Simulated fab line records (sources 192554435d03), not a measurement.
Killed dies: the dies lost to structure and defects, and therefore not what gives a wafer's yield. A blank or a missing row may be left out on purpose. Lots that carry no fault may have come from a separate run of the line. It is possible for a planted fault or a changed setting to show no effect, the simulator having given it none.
What tool caused it? || flow n5-finfet || 10 lots with 30 wafers sampled at 5 steps, on a route of 1938 steps

== WHAT THE GAUGES READ, wafer by wafer ==
Not one reading of a measure or inspect step in the record can be checked against a usual standard deviation.

== WHAT TOOL EACH LOT RAN ON (gives the tool, then ch and the chambers of the sampled wafers, and finally the start) ==
{"lot": "L556", "N5_BEOL_M4_SPUTTER_79": "pvd-sputter-01, day 7 21:27", "N5_PASSIVATION_DESCUM_12": "rie-diel-02 ch 0,1, day 11 20:24", "N5_PASSIVATION_DESCUM_32": "rie-diel-03 ch 0,1,3, day 11 22:02", "N5_PASSIVATION_ETCH_54": "rie-diel-03 ch 0,1,3, day 12 00:02", "N5_PASSIVATION_PROBE_49": "-"}
{"lot": "L558", "N5_BEOL_M4_SPUTTER_79": "pvd-sputter-01, day 8 02:44", "N5_PASSIVATION_DESCUM_12": "rie-diel-01 ch 0,2,3, day 12 00:14", "N5_PASSIVATION_DESCUM_32": "rie-diel-04 ch 1,2, day 12 01:35", "N5_PASSIVATION_ETCH_54": "rie-diel-05 ch 0,2,3, day 12 03:44", "N5_PASSIVATION_PROBE_49": "-"}
{"lot": "L559", "N5_BEOL_M4_SPUTTER_79": "pvd-sputter-01, day 8 06:01", "N5_PASSIVATION_DESCUM_12": "rie-diel-06 ch 3, day 12 13:56", "N5_PASSIVATION_DESCUM_32": "rie-diel-04 ch 0,1, day 12 15:55", "N5_PASSIVATION_ETCH_54": "rie-diel-03 ch 0,1,2, day 12 18:02", "N5_PASSIVATION_PROBE_49": "-"}
{"lot": "L561", "N5_BEOL_M4_SPUTTER_79": "pvd-sputter-02, day 8 21:14", "N5_PASSIVATION_DESCUM_12": "rie-diel-06 ch 0,2,3, day 13 14:46", "N5_PASSIVATION_DESCUM_32": "rie-diel-05 ch 2,3, day 13 16:23", "N5_PASSIVATION_ETCH_54": "rie-diel-04 ch 1,2, day 13 18:50", "N5_PASSIVATION_PROBE_49": "-"}
{"lot": "L562", "N5_BEOL_M4_SPUTTER_79": "pvd-sputter-02, day 9 00:44", "N5_PASSIVATION_DESCUM_12": "rie-diel-02 ch 0,1, day 13 14:21", "N5_PASSIVATION_DESCUM_32": "rie-diel-04 ch 0,2,3, day 13 16:09", "N5_PASSIVATION_ETCH_54": "rie-diel-04 ch 1,2,3, day 13 18:23", "N5_PASSIVATION_PROBE_49": "-"}
{"lot": "L564", "N5_BEOL_M4_SPUTTER_79": "pvd-sputter-02, day 9 17:11", "N5_PASSIVATION_DESCUM_12": "rie-diel-02 ch 0,1,3, day 14 10:25", "N5_PASSIVATION_DESCUM_32": "rie-diel-03 ch 1,2, day 14 13:14", "N5_PASSIVATION_ETCH_54": "rie-diel-05 ch 2,3, day 14 15:34", "N5_PASSIVATION_PROBE_49": "-"}
{"lot": "L568", "N5_BEOL_M4_SPUTTER_79": "pvd-sputter-02, day 10 20:22", "N5_PASSIVATION_DESCUM_12": "rie-diel-02 ch 1,2,3, day 15 19:53", "N5_PASSIVATION_DESCUM_32": "rie-diel-04 ch 0,1,2, day 15 21:20", "N5_PASSIVATION_ETCH_54": "rie-diel-04 ch 1,2,3, day 15 23:20", "N5_PASSIVATION_PROBE_49": "prober-01, day 16 02:07"}
{"lot": "L569", "N5_BEOL_M4_SPUTTER_79": "pvd-sputter-02, day 10 23:23", "N5_PASSIVATION_DESCUM_12": "rie-diel-06 ch 0,2,3, day 15 04:46", "N5_PASSIVATION_DESCUM_32": "rie-diel-05 ch 0,2,3, day 15 06:53", "N5_PASSIVATION_ETCH_54": "rie-diel-03 ch 0,2,3, day 15 09:26", "N5_PASSIVATION_PROBE_49": "prober-01, day 15 12:24"}
{"lot": "L574", "N5_BEOL_M4_SPUTTER_79": "pvd-sputter-03, day 12 15:32", "N5_PASSIVATION_DESCUM_12": "rie-diel-02 ch 2,3, day 16 12:04", "N5_PASSIVATION_DESCUM_32": "rie-diel-05 ch 2,3, day 16 13:54", "N5_PASSIVATION_ETCH_54": "rie-diel-03 ch 1,2,3, day 16 16:04", "N5_PASSIVATION_PROBE_49": "-"}
{"lot": "L577", "N5_BEOL_M4_SPUTTER_79": "pvd-sputter-03, day 13 20:59", "N5_PASSIVATION_DESCUM_12": "rie-diel-06 ch 0,3, day 17 19:15", "N5_PASSIVATION_DESCUM_32": "rie-diel-03 ch 0,2,3, day 17 21:14", "N5_PASSIVATION_ETCH_54": "rie-diel-04 ch 1,2,3, day 17 23:51", "N5_PASSIVATION_PROBE_49": "-"}
- N5_BEOL_M4_SPUTTER_79: material Cu, target thk 4.5 nm, time 8.29 s.
- N5_PASSIVATION_DESCUM_12: chemistry O2, time 7.9 s.
- N5_PASSIVATION_DESCUM_32: chemistry O2, time 7.9 s.
- N5_PASSIVATION_ETCH_54: etches SiO2 in CHF3/O2, target depth 880 nm, time 440 s.
- N5_PASSIVATION_PROBE_49

== AS READ BY THE TOOLS THEMSELVES (means over the sampled wafers that have a number; for cases with no such wafer, the mark the record gives instead) ==
N5_BEOL_M4_SPUTTER_79. Usual: 30.0 % for throttle-valve-pct, sd 1.
{"lot": "L556", "tool": "pvd-sputter-01", "throttle-valve-pct (%)": 30.4, "flag": ""}
{"lot": "L558", "tool": "pvd-sputter-01", "throttle-valve-pct (%)": 30.4, "flag": ""}
{"lot": "L559", "tool": "pvd-sputter-01", "throttle-valve-pct (%)": 30.2, "flag": ""}
{"lot": "L561", "tool": "pvd-sputter-02", "throttle-valve-pct (%)": 28.2, "flag": ""}
{"lot": "L562", "tool": "pvd-sputter-02", "throttle-valve-pct (%)": 28.5, "flag": ""}
{"lot": "L564", "tool": "pvd-sputter-02", "throttle-valve-pct (%)": 28.9, "flag": ""}
{"lot": "L568", "tool": "pvd-sputter-02", "throttle-valve-pct (%)": 29.0, "flag": ""}
{"lot": "L569", "tool": "pvd-sputter-02", "throttle-valve-pct (%)": 28.6, "flag": ""}
{"lot": "L574", "tool": "pvd-sputter-03", "throttle-valve-pct (%)": 30.9, "flag": ""}
{"lot": "L577", "tool": "pvd-sputter-03", "throttle-valve-pct (%)": 30.9, "flag": ""}

N5_PASSIVATION_DESCUM_12. Usual: bias-power-w 20.01 W, standard deviation 0.05; drypump-motor-current-A 5.53 A, standard deviation 0.26; o2-flow-sccm 224.9 sccm, standard deviation 0.58; oes-product-au 0.81 a.u., standard deviation 0.086; rf-vpp-V 243.2 V, standard deviation 1.3; showerhead-plenum-p-Torr 2.09 Torr, standard deviation 0.071; throttle-valve-pct 20.37 %, standard deviation 0.21.
{"lot": "L556", "tool": "rie-diel-02", "bias-power-w (W)": 20.00, "drypump-motor-current-A (A)": 5.31, "o2-flow-sccm (sccm)": 224.5, "oes-product-au (a.u.)": 0.91, "rf-vpp-V (V)": 243.6, "showerhead-plenum-p-Torr (Torr)": 2.11, "throttle-valve-pct (%)": 20.30, "flag": ""}
{"lot": "L558", "tool": "rie-diel-01", "bias-power-w (W)": 20.01, "drypump-motor-current-A (A)": 5.45, "o2-flow-sccm (sccm)": 225.6, "oes-product-au (a.u.)": 0.85, "rf-vpp-V (V)": 243.8, "showerhead-plenum-p-Torr (Torr)": 2.09, "throttle-valve-pct (%)": 20.63, "flag": ""}
{"lot": "L559", "tool": "rie-diel-06", "bias-power-w (W)": 20.00, "drypump-motor-current-A (A)": 5.88, "o2-flow-sccm (sccm)": 224.5, "oes-product-au (a.u.)": 0.82, "rf-vpp-V (V)": 244.8, "showerhead-plenum-p-Torr (Torr)": 2.21, "throttle-valve-pct (%)": 20.15, "flag": ""}
{"lot": "L561", "tool": "rie-diel-06", "bias-power-w (W)": 20.01, "drypump-motor-current-A (A)": 5.71, "o2-flow-sccm (sccm)": 224.8, "oes-product-au (a.u.)": 0.82, "rf-vpp-V (V)": 243.4, "showerhead-plenum-p-Torr (Torr)": 2.14, "throttle-valve-pct (%)": 20.22, "flag": ""}
{"lot": "L562", "tool": "rie-diel-02", "bias-power-w (W)": 20.03, "drypump-motor-current-A (A)": 5.31, "o2-flow-sccm (sccm)": 225.3, "oes-product-au (a.u.)": 0.86, "rf-vpp-V (V)": 243.2, "showerhead-plenum-p-Torr (Torr)": 2.11, "throttle-valve-pct (%)": 20.33, "flag": ""}
{"lot": "L564", "tool": "rie-diel-02", "bias-power-w (W)": 20.04, "drypump-motor-current-A (A)": 5.36, "o2-flow-sccm (sccm)": 224.8, "oes-product-au (a.u.)": 0.80, "rf-vpp-V (V)": 242.2, "showerhead-plenum-p-Torr (Torr)": 2.05, "throttle-valve-pct (%)": 20.43, "flag": ""}
{"lot": "L568", "tool": "rie-diel-02", "bias-power-w (W)": 20.06, "drypump-motor-current-A (A)": 5.62, "o2-flow-sccm (sccm)": 224.4, "oes-product-au (a.u.)": 0.75, "rf-vpp-V (V)": 242.4, "showerhead-plenum-p-Torr (Torr)": 2.03, "throttle-valve-pct (%)": 20.39, "flag": ""}
{"lot": "L569", "tool": "rie-diel-06", "bias-power-w (W)": 20.00, "drypump-motor-current-A (A)": 5.71, "o2-flow-sccm (sccm)": 225.1, "oes-product-au (a.u.)": 0.80, "rf-vpp-V (V)": 244.6, "showerhead-plenum-p-Torr (Torr)": 2.13, "throttle-valve-pct (%)": 20.24, "flag": ""}
{"lot": "L574", "tool": "rie-diel-02", "bias-power-w (W)": 19.95, "drypump-motor-current-A (A)": 5.50, "o2-flow-sccm (sccm)": 225.4, "oes-product-au (a.u.)": 0.73, "rf-vpp-V (V)": 241.8, "showerhead-plenum-p-Torr (Torr)": 2.02, "throttle-valve-pct (%)": 20.39, "flag": ""}
{"lot": "L577", "tool": "rie-diel-06", "bias-power-w (W)": 20.01, "drypump-motor-current-A (A)": 5.82, "o2-flow-sccm (sccm)": 224.7, "oes-product-au (a.u.)": 0.84, "rf-vpp-V (V)": 243.9, "showerhead-plenum-p-Torr (Torr)": 2.09, "throttle-valve-pct (%)": 20.25, "flag": ""}

N5_PASSIVATION_DESCUM_32. Usual: bias-power-w 20.00 W, standard deviation 0.065; drypump-motor-current-A 6.0 A, standard deviation 0.44; o2-flow-sccm 224.9 sccm, standard deviation 0.65; oes-product-au 0.85 a.u., standard deviation 0.091; rf-vpp-V 243.3 V, standard deviation 1.4; showerhead-plenum-p-Torr 2.10 Torr, standard deviation 0.077; throttle-valve-pct 20.22 %, standard deviation 0.27.
{"lot": "L556", "tool": "rie-diel-03", "bias-power-w (W)": 19.99, "drypump-motor-current-A (A)": 5.8, "o2-flow-sccm (sccm)": 224.9, "oes-product-au (a.u.)": 0.79, "rf-vpp-V (V)": 242.9, "showerhead-plenum-p-Torr (Torr)": 2.04, "throttle-valve-pct (%)": 20.35, "flag": ""}
{"lot": "L558", "tool": "rie-diel-04", "bias-power-w (W)": 20.05, "drypump-motor-current-A (A)": 6.3, "o2-flow-sccm (sccm)": 224.6, "oes-product-au (a.u.)": 0.78, "rf-vpp-V (V)": 243.7, "showerhead-plenum-p-Torr (Torr)": 2.07, "throttle-valve-pct (%)": 20.42, "flag": ""}
{"lot": "L559", "tool": "rie-diel-04", "bias-power-w (W)": 19.99, "drypump-motor-current-A (A)": 6.3, "o2-flow-sccm (sccm)": 225.3, "oes-product-au (a.u.)": 0.85, "rf-vpp-V (V)": 244.0, "showerhead-plenum-p-Torr (Torr)": 2.15, "throttle-valve-pct (%)": 20.11, "flag": ""}
{"lot": "L561", "tool": "rie-diel-05", "bias-power-w (W)": 19.98, "drypump-motor-current-A (A)": 6.0, "o2-flow-sccm (sccm)": 225.0, "oes-product-au (a.u.)": 0.94, "rf-vpp-V (V)": 245.0, "showerhead-plenum-p-Torr (Torr)": 2.19, "throttle-valve-pct (%)": 20.09, "flag": ""}
{"lot": "L562", "tool": "rie-diel-04", "bias-power-w (W)": 20.05, "drypump-motor-current-A (A)": 6.4, "o2-flow-sccm (sccm)": 224.4, "oes-product-au (a.u.)": 0.79, "rf-vpp-V (V)": 243.1, "showerhead-plenum-p-Torr (Torr)": 2.06, "throttle-valve-pct (%)": 20.27, "flag": ""}
{"lot": "L564", "tool": "rie-diel-03", "bias-power-w (W)": 19.97, "drypump-motor-current-A (A)": 6.1, "o2-flow-sccm (sccm)": 224.5, "oes-product-au (a.u.)": 0.89, "rf-vpp-V (V)": 243.5, "showerhead-plenum-p-Torr (Torr)": 2.10, "throttle-valve-pct (%)": 20.49, "flag": ""}
{"lot": "L568", "tool": "rie-diel-04", "bias-power-w (W)": 19.98, "drypump-motor-current-A (A)": 6.3, "o2-flow-sccm (sccm)": 224.6, "oes-product-au (a.u.)": 0.90, "rf-vpp-V (V)": 243.9, "showerhead-plenum-p-Torr (Torr)": 2.11, "throttle-valve-pct (%)": 20.13, "flag": ""}
{"lot": "L569", "tool": "rie-diel-05", "bias-power-w (W)": 19.99, "drypump-motor-current-A (A)": 6.0, "o2-flow-sccm (sccm)": 224.9, "oes-product-au (a.u.)": 0.90, "rf-vpp-V (V)": 243.8, "showerhead-plenum-p-Torr (Torr)": 2.19, "throttle-valve-pct (%)": 20.02, "flag": ""}
{"lot": "L574", "tool": "rie-diel-05", "bias-power-w (W)": 19.95, "drypump-motor-current-A (A)": 6.0, "o2-flow-sccm (sccm)": 225.8, "oes-product-au (a.u.)": 0.89, "rf-vpp-V (V)": 244.8, "showerhead-plenum-p-Torr (Torr)": 2.15, "throttle-valve-pct (%)": 19.91, "flag": ""}
{"lot": "L577", "tool": "rie-diel-03", "bias-power-w (W)": 19.97, "drypump-motor-current-A (A)": 5.6, "o2-flow-sccm (sccm)": 224.7, "oes-product-au (a.u.)": 0.87, "rf-vpp-V (V)": 242.5, "showerhead-plenum-p-Torr (Torr)": 2.06, "throttle-valve-pct (%)": 20.54, "flag": ""}

N5_PASSIVATION_ETCH_54. Usual: drypump-motor-current-A 6.0 A, standard deviation 0.41; oes-product-au 0.85 a.u., standard deviation 0.081; rf-vpp-V 520 V, standard deviation 8.5; showerhead-plenum-p-Torr 2.41 Torr, standard deviation 0.076; throttle-valve-pct 18.63 %, standard deviation 0.28.
{"lot": "L556", "tool": "rie-diel-03", "drypump-motor-current-A (A)": 5.8, "oes-product-au (a.u.)": 0.78, "rf-vpp-V (V)": 522, "showerhead-plenum-p-Torr (Torr)": 2.37, "throttle-valve-pct (%)": 18.77, "flag": ""}
{"lot": "L558", "tool": "rie-diel-05", "drypump-motor-current-A (A)": 6.0, "oes-product-au (a.u.)": 0.86, "rf-vpp-V (V)": 514, "showerhead-plenum-p-Torr (Torr)": 2.52, "throttle-valve-pct (%)": 18.49, "flag": ""}
{"lot": "L559", "tool": "rie-diel-03", "drypump-motor-current-A (A)": 5.9, "oes-product-au (a.u.)": 0.83, "rf-vpp-V (V)": 520, "showerhead-plenum-p-Torr (Torr)": 2.40, "throttle-valve-pct (%)": 18.84, "flag": ""}
{"lot": "L561", "tool": "rie-diel-04", "drypump-motor-current-A (A)": 6.3, "oes-product-au (a.u.)": 0.94, "rf-vpp-V (V)": 515, "showerhead-plenum-p-Torr (Torr)": 2.39, "throttle-valve-pct (%)": 18.55, "flag": ""}
{"lot": "L562", "tool": "rie-diel-04", "drypump-motor-current-A (A)": 6.2, "oes-product-au (a.u.)": 0.88, "rf-vpp-V (V)": 524, "showerhead-plenum-p-Torr (Torr)": 2.37, "throttle-valve-pct (%)": 18.54, "flag": ""}
{"lot": "L564", "tool": "rie-diel-05", "drypump-motor-current-A (A)": 6.1, "oes-product-au (a.u.)": 0.91, "rf-vpp-V (V)": 512, "showerhead-plenum-p-Torr (Torr)": 2.49, "throttle-valve-pct (%)": 18.32, "flag": ""}
{"lot": "L568", "tool": "rie-diel-04", "drypump-motor-current-A (A)": 6.2, "oes-product-au (a.u.)": 0.84, "rf-vpp-V (V)": 523, "showerhead-plenum-p-Torr (Torr)": 2.37, "throttle-valve-pct (%)": 18.57, "flag": ""}
{"lot": "L569", "tool": "rie-diel-03", "drypump-motor-current-A (A)": 5.6, "oes-product-au (a.u.)": 0.80, "rf-vpp-V (V)": 524, "showerhead-plenum-p-Torr (Torr)": 2.40, "throttle-valve-pct (%)": 18.99, "flag": ""}
{"lot": "L574", "tool": "rie-diel-03", "drypump-motor-current-A (A)": 6.0, "oes-product-au (a.u.)": 0.82, "rf-vpp-V (V)": 524, "showerhead-plenum-p-Torr (Torr)": 2.38, "throttle-valve-pct (%)": 18.88, "flag": ""}
{"lot": "L577", "tool": "rie-diel-04", "drypump-motor-current-A (A)": 6.2, "oes-product-au (a.u.)": 0.82, "rf-vpp-V (V)": 522, "showerhead-plenum-p-Torr (Torr)": 2.36, "throttle-valve-pct (%)": 18.59, "flag": ""}

N5_PASSIVATION_PROBE_49. Usual: defect-limited-yield 91.1 %, standard deviation 1.4; killed_at_M0_to_M3 34, standard deviation 11; killed_at_M4_up 14, standard deviation 5.7; killed-at-contacts 14, standard deviation 6.9; killed-at-front-end 40, standard deviation 11; killed-at-other 4, standard deviation 3.1; killed-dies 105, standard deviation 17; killed-on-rim 14, standard deviation 4.1; killed-open 70, standard deviation 13; killed-short 34, standard deviation 7.6; sort_bin_5_function 5.3 %, standard deviation 0.95; sort_bin_6_memory 3.3 %, standard deviation 0.64; sort-n-pass 1075, standard deviation 17; sort-yield-pct 91.1 %, standard deviation 1.4.
{"lot": "L568", "tool": "prober-01", "defect-limited-yield (%)": 83.5, "killed_at_M0_to_M3": 36, "killed_at_M4_up": 120, "killed-at-contacts": 10, "killed-at-front-end": 27, "killed-at-other": 2, "killed-dies": 195, "killed-on-rim": 23, "killed-open": 62, "killed-short": 23, "sort_bin_5_function (%)": 10.0, "sort_bin_6_memory (%)": 3.9, "sort-n-pass": 985, "sort-yield-pct (%)": 83.5, "flag": "OFF"}
{"lot": "L569", "tool": "prober-01", "defect-limited-yield (%)": 84.3, "killed_at_M0_to_M3": 33, "killed_at_M4_up": 112, "killed-at-contacts": 11, "killed-at-front-end": 28, "killed-at-other": 1, "killed-dies": 186, "killed-on-rim": 26, "killed-open": 57, "killed-short": 28, "sort_bin_5_function (%)": 9.8, "sort_bin_6_memory (%)": 3.6, "sort-n-pass": 994, "sort-yield-pct (%)": 84.3, "flag": "OFF"}

== THE ANSWER, worked out from the rows above alone ==
Rule: a lot counts as off when the mean over its wafers that have a number is more than 3 standard deviations away from the usual mean. A lot without any number at a reading at which 4 lots or more have one is off too. All remaining lots with rows at the step are treated as sound. First the gauges in route order, then the tools' own readings, where a lot's mean is used as printed above. The first step at which some lot is off is used, and at that step the reading that is off furthest; a lot without a number counts as furthest.
Off at N5_PASSIVATION_PROBE_49 (killed_at_M4_up): L568, L569. Neither off nor sound, because the step has no rows for them: L556, L558, L559, L561, L562, L564, L574, L577.
If a tool, at that step or one of the process steps before it, ran each lot that is off and ran no sound lot following the first of them, it fits. Can't be told from this: 2 tools fit, pvd-sputter-02 at N5_BEOL_M4_SPUTTER_79, prober-01 at N5_PASSIVATION_PROBE_49.

== WHAT THE SIMULATOR PUT IN ==
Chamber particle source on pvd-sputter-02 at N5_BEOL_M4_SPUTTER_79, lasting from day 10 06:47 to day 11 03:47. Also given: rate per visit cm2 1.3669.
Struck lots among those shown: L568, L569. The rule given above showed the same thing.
